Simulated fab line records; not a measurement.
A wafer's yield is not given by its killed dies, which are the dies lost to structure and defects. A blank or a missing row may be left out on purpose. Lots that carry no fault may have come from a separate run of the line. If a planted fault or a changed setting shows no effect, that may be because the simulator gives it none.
Which of the tools did it?    flow nand_harc    23 lots with 69 wafers sampled at 4 steps, on a route of 1302 steps

== WHAT THE GAUGES READ, wafer by wafer ==
NHARC_A_SLIT_INSPECT_11. Usual: raw_defect_count at 59, with a standard deviation of 32.
lot   measured      on                 raw_defect_count  flag
L074  day 20 00:25  defect_inspect-02  57 68 69          
L077  day 20 13:23  defect_inspect-02  74 57 69          
L075  day 20 13:39  defect_inspect-02  97 118 108        
L076  day 20 15:31  defect_inspect-02  19 26 27          
L078  day 21 06:03  defect_inspect-02  27 20 24          
L079  day 21 13:09  defect_inspect-02  103 123 90        
L080  day 21 13:32  defect_inspect-02  20 31 24          
L081  day 22 19:08  defect_inspect-01  91 118 121        
L082  day 22 19:19  defect_inspect-01  35 24 33          
L084  day 23 21:44  defect_inspect-01  28 20 38          
L083  day 24 06:17  defect_inspect-02  73 85 88          
L086  day 24 17:56  defect_inspect-02  23 18 13          
L087  day 25 06:01  defect_inspect-02  26 29 25          
L088  day 26 03:26  defect_inspect-01  78 67 53          
L090  day 26 04:02  defect_inspect-01  107 80 98         
L089  day 26 04:50  defect_inspect-02  36 42 51          
L091  day 26 07:14  defect_inspect-02  51 36 58          
L092  day 27 08:13  defect_inspect-01  72 62 62          
L093  day 27 22:53  defect_inspect-01  103 91 113        
L094  day 27 20:11  defect_inspect-01  31 33 36          
L095  day 28 10:05  defect_inspect-02  90 71 97          
L097  day 29 04:08  defect_inspect-01  100 80 83         
L096  day 29 00:47  defect_inspect-02  37 30 40          

== WHAT TOOL EACH LOT RAN ON (gives the tool, then ch and the chambers of the sampled wafers, and finally the start) ==
lot   NHARC_A_SGD_CUT_DEP_00           NHARC_A_SGD_CUT_DESCUM_14           NHARC_A_SGD_CUT_ETCH_58
L074  pecvd-03 ch 0,1,2, day 19 12:02  rie_diel-13 ch 1,2, day 19 12:44    rie_diel-13 ch 0,1,3, day 19 12:50
L077  pecvd-04 ch 0,1,2, day 20 00:49  rie_diel-06 ch 1,2, day 20 01:40    rie_diel-06 ch 0,2,3, day 20 01:46
L075  pecvd-01 ch 0,1, day 20 00:52    rie_diel-13 ch 0,1,2, day 20 01:50  rie_diel-13 ch 1,3, day 20 01:55
L076  pecvd-04 ch 0,1, day 20 00:56    rie_diel-08 ch 0,2, day 20 01:58    rie_diel-08 ch 0,3, day 20 02:04
L078  pecvd-01 ch 0,1,2, day 20 17:13  rie_diel-13 ch 0,1,3, day 20 18:07  rie_diel-13 ch 0,2,3, day 20 18:13
L079  pecvd-01 ch 0,2, day 20 21:00    rie_diel-06 ch 0,2,3, day 20 21:47  rie_diel-06 ch 0,1,3, day 20 21:52
L080  pecvd-01 ch 0,1,2, day 20 23:16  rie_diel-08 ch 0,2,3, day 21 00:10  rie_diel-08 ch 0,2,3, day 21 00:16
L081  pecvd-01 ch 0,2, day 22 03:55    rie_diel-06 ch 0,1,2, day 22 04:48  rie_diel-06 ch 0,1,2, day 22 04:53
L082  pecvd-01 ch 0,1, day 22 04:40    rie_diel-08 ch 0,2, day 22 05:34    rie_diel-08 ch 0,2,3, day 22 05:40
L084  pecvd-01 ch 0,2, day 23 08:34    rie_diel-08 ch 0,1,3, day 23 09:31  rie_diel-08 ch 1,2,3, day 23 09:37
L083  pecvd-01 ch 0,1, day 23 17:21    rie_diel-06 ch 0,2, day 23 18:16    rie_diel-06 ch 0,1,2, day 23 18:22
L086  pecvd-01 ch 1,2, day 24 03:20    rie_diel-06 ch 0,2,3, day 24 04:07  rie_diel-06 ch 1,2,3, day 24 04:12
L087  pecvd-03 ch 0,1, day 24 17:46    rie_diel-06 ch 0,1,3, day 24 18:42  rie_diel-06 ch 0,1,2, day 24 18:47
L088  pecvd-04 ch 0,1,2, day 25 12:40  rie_diel-06 ch 0,1,2, day 25 13:28  rie_diel-06 ch 1,3, day 25 13:32
L090  pecvd-01 ch 0,1, day 25 12:41    rie_diel-08 ch 0,1, day 25 13:36    rie_diel-08 ch 1,3, day 25 13:41
L089  pecvd-01 ch 1,2, day 25 15:34    rie_diel-08 ch 0,2,3, day 25 16:19  rie_diel-08 ch 0,2, day 25 16:25
L091  pecvd-04 ch 0,1, day 25 15:36    rie_diel-06 ch 0,1,3, day 25 16:30  rie_diel-06 ch 0,1,2, day 25 16:35
L092  pecvd-04 ch 0,1,2, day 26 19:35  rie_diel-08 ch 0,2, day 26 20:29    rie_diel-08 ch 1,2,3, day 26 20:35
L093  pecvd-03 ch 0,1,2, day 27 05:51  rie_diel-08 ch 1,2,3, day 27 06:41  rie_diel-08 ch 0,1,3, day 27 06:46
L094  pecvd-03 ch 0,1,2, day 27 06:31  rie_diel-13 ch 1,2,3, day 27 07:26  rie_diel-13 ch 1,2,3, day 27 07:32
L095  pecvd-03 ch 2, day 27 20:29      rie_diel-13 ch 0,1,3, day 27 21:28  rie_diel-13 ch 1,3, day 27 21:32
L097  pecvd-04 ch 0,1,2, day 28 06:30  rie_diel-13 ch 0,1, day 28 07:25    rie_diel-13 ch 0,3, day 28 07:29
L096  pecvd-03 ch 0,1, day 28 06:43    rie_diel-08 ch 1,2,3, day 28 07:35  rie_diel-08 ch 0,1,2, day 28 07:40
- NHARC_A_SGD_CUT_DEP_00: deposits SiNx, target thk 50 nm.
- NHARC_A_SGD_CUT_DESCUM_14: chemistry O2, time 3 s.
- NHARC_A_SGD_CUT_ETCH_58: etches the open film in CF4, target depth 39 nm, time 65 s.

== WHAT THE TOOLS THEMSELVES READ (means of the sampled wafers that have a number; where no wafer has one, the mark that the record gives instead) ==
NHARC_A_SGD_CUT_DEP_00. Usual: heater_power_w at 700 W, with a standard deviation of 76.
lot   tool      heater_power_w (W)  flag
L074  pecvd-03  728                 
L077  pecvd-04  703                 
L075  pecvd-01  675                 
L076  pecvd-04  720                 
L078  pecvd-01  700                 
L079  pecvd-01  727                 
L080  pecvd-01  698                 
L081  pecvd-01  671                 
L082  pecvd-01  693                 
L084  pecvd-01  644                 
L083  pecvd-01  745                 
L086  pecvd-01  687                 
L087  pecvd-03  680                 
L088  pecvd-04  718                 
L090  pecvd-01  610                 
L089  pecvd-01  731                 
L091  pecvd-04  706                 
L092  pecvd-04  671                 
L093  pecvd-03  705                 
L094  pecvd-03  697                 
L095  pecvd-03  809                 
L097  pecvd-04  711                 
L096  pecvd-03  660                 

NHARC_A_SGD_CUT_DESCUM_14. Usual: drypump_motor_current_A 5.4 A, standard deviation 0.5; oes_product_au 0.996 a.u., standard deviation 0.0092; rf_vpp_V 57.7 V, standard deviation 1; showerhead_plenum_p_Torr 1.87 Torr, standard deviation 0.08; throttle_valve_pct 11.311 %, standard deviation 0.0084.
lot   tool         drypump_motor_current_A (A)  oes_product_au (a.u.)  rf_vpp_V (V)  showerhead_plenum_p_Torr (Torr)  throttle_valve_pct (%)  flag
L074  rie_diel-13  5.4                          0.990                  57.1          1.86                             11.312                  
L077  rie_diel-06  6.0                          0.997                  57.4          1.82                             11.319                  
L075  rie_diel-13  5.7                          0.991                  57.4          1.84                             11.310                  
L076  rie_diel-08  4.9                          0.988                  57.7          1.91                             11.307                  
L078  rie_diel-13  5.3                          0.999                  58.0          1.87                             11.309                  
L079  rie_diel-06  5.9                          1.002                  57.2          1.90                             11.317                  
L080  rie_diel-08  5.0                          0.992                  58.2          1.85                             11.320                  
L081  rie_diel-06  6.1                          1.006                  57.9          1.84                             11.302                  
L082  rie_diel-08  4.9                          0.996                  57.5          1.86                             11.309                  
L084  rie_diel-08  5.1                          0.990                  58.1          1.89                             11.315                  
L083  rie_diel-06  6.1                          1.004                  57.9          1.89                             11.311                  
L086  rie_diel-06  5.8                          0.992                  58.8          1.89                             11.315                  
L087  rie_diel-06  5.8                          1.006                  57.8          1.84                             11.311                  
L088  rie_diel-06  6.1                          1.008                  57.4          1.84                             11.301                  
L090  rie_diel-08  5.0                          0.988                  57.9          1.98                             11.305                  
L089  rie_diel-08  5.0                          0.990                  57.9          1.85                             11.315                  
L091  rie_diel-06  5.9                          1.003                  57.9          1.84                             11.314                  
L092  rie_diel-08  4.9                          0.991                  58.8          1.86                             11.317                  
L093  rie_diel-08  5.0                          0.999                  59.0          1.93                             11.314                  
L094  rie_diel-13  5.4                          1.001                  56.8          1.85                             11.313                  
L095  rie_diel-13  5.3                          0.995                  57.6          1.86                             11.313                  
L097  rie_diel-13  5.5                          1.009                  57.3          1.84                             11.308                  
L096  rie_diel-08  5.0                          0.999                  57.4          1.93                             11.305                  

NHARC_A_SGD_CUT_ETCH_58. Usual: drypump_motor_current_A 5.4 A, standard deviation 0.5; oes_product_au 0.994 a.u., standard deviation 0.0087; rf_vpp_V 151.0 V, standard deviation 1.2; showerhead_plenum_p_Torr 1.73 Torr, standard deviation 0.068; throttle_valve_pct 13.284 %, standard deviation 0.0099.
lot   tool         drypump_motor_current_A (A)  oes_product_au (a.u.)  rf_vpp_V (V)  showerhead_plenum_p_Torr (Torr)  throttle_valve_pct (%)  flag
L074  rie_diel-13  5.3                          0.996                  151.4         1.73                             13.276                  
L077  rie_diel-06  5.8                          0.998                  152.3         1.75                             13.290                  
L075  rie_diel-13  5.1                          0.990                  150.9         1.75                             13.295                  
L076  rie_diel-08  5.1                          0.995                  150.4         1.68                             13.282                  
L078  rie_diel-13  5.7                          0.994                  151.0         1.71                             13.277                  
L079  rie_diel-06  5.8                          1.001                  151.0         1.71                             13.289                  
L080  rie_diel-08  5.0                          0.989                  151.0         1.72                             13.278                  
L081  rie_diel-06  6.1                          1.002                  150.4         1.71                             13.286                  
L082  rie_diel-08  5.0                          0.989                  150.5         1.72                             13.282                  
L084  rie_diel-08  5.0                          0.975                  151.0         1.79                             13.287                  
L083  rie_diel-06  6.1                          1.002                  150.8         1.71                             13.278                  
L086  rie_diel-06  5.8                          0.998                  150.4         1.73                             13.290                  
L087  rie_diel-06  6.1                          1.006                  150.8         1.71                             13.272                  
L088  rie_diel-06  5.8                          0.998                  151.0         1.68                             13.285                  
L090  rie_diel-08  5.1                          0.992                  151.7         1.82                             13.279                  
L089  rie_diel-08  4.9                          0.982                  151.2         1.73                             13.287                  
L091  rie_diel-06  6.1                          1.002                  149.3         1.71                             13.276                  
L092  rie_diel-08  5.0                          0.997                  151.3         1.79                             13.298                  
L093  rie_diel-08  5.0                          0.992                  151.6         1.75                             13.279                  
L094  rie_diel-13  5.4                          0.993                  150.8         1.72                             13.295                  
L095  rie_diel-13  5.1                          1.001                  150.9         1.74                             13.280                  
L097  rie_diel-13  5.5                          1.003                  150.8         1.71                             13.288                  
L096  rie_diel-08  4.9                          0.990                  152.6         1.79                             13.282                  

== THE ANSWER, worked out from the rows above alone ==
Rule: lot off if the mean of its wafers having a number is beyond 3 standard deviations from the usual mean. Also off: a lot with no number at a reading for which 4 or more lots have one. Any other lot the step has rows for is counted as sound. The gauges are gone through in route order, then the tools' own readings, and for those a lot's mean is taken as printed above. The first step at which some lot is off is used, and at that step the reading that is off furthest; a lot without a number counts as furthest.
Across all readings shown, no lot is off: no conclusion can be drawn from this.

== WHAT THE SIMULATOR HAD INSERTED ==
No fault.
